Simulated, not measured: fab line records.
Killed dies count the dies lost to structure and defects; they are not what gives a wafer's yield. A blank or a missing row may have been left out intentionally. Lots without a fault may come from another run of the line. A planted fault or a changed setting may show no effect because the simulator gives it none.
Matching of chambers -- flow n5 finfet -- 3 sister chambers for N5_SDB_HM_DEP_00 on pecvd-03
The step deposits SiNx from SiH4/NH3/N2, target thk 40 nm, time 35.3 s. 3 wafers are shown with their chamber, then 12 later ones without.

== WAFERS PAIRED WITH THEIR CHAMBERS ==
wafer,chamber,showerhead plenum p Torr (Torr)
L087.2,2,5.23
L091.4,0,5.25
L091.6,1,5.09

== WAFERS MISSING THEIR CHAMBER ==
wafer,showerhead plenum p Torr (Torr)
L093.1,5.09
L093.4,5.09
L093.6,5.23
L094.1,5.24
L094.2,5.09
L094.3,5.21
L095.3,5.24
L095.5,5.08
L095.6,5.22
L097.2,5.09
L097.4,5.11
L097.5,5.10

== CHAMBER TAKEN BY EACH ==
wafer,from the rows above,in truth
L093.1,1,1
L093.4,1,1
L093.6,can't be placed: 2 or 0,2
L094.1,can't be placed: 0 or 2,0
L094.2,1,1
L094.3,can't be placed: 2 or 0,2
L095.3,can't be placed: 0 or 2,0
L095.5,1,1
L095.6,can't be placed: 2 or 0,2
L097.2,1,1
L097.4,1,1
L097.5,1,1
Correct placement for 7 of the 12. Can't be placed from these rows: 5 (the true chamber is among the candidates in 5). Wrongly placed: 0.
How it was worked out, from the rows above alone: a wafer's distance from a chamber is the root of the sum, over the readings, of the square of ((its reading less the chamber's mean) divided by the reading's scatter). The wafer belongs to the nearest chamber; if the next one is less than 2 further off, it can't be placed. Each chamber's mean is taken over the wafers shown for it. The scatter: root of mean squared gap, hidden wafer to nearest shown wafer, with one shown wafer a chamber.
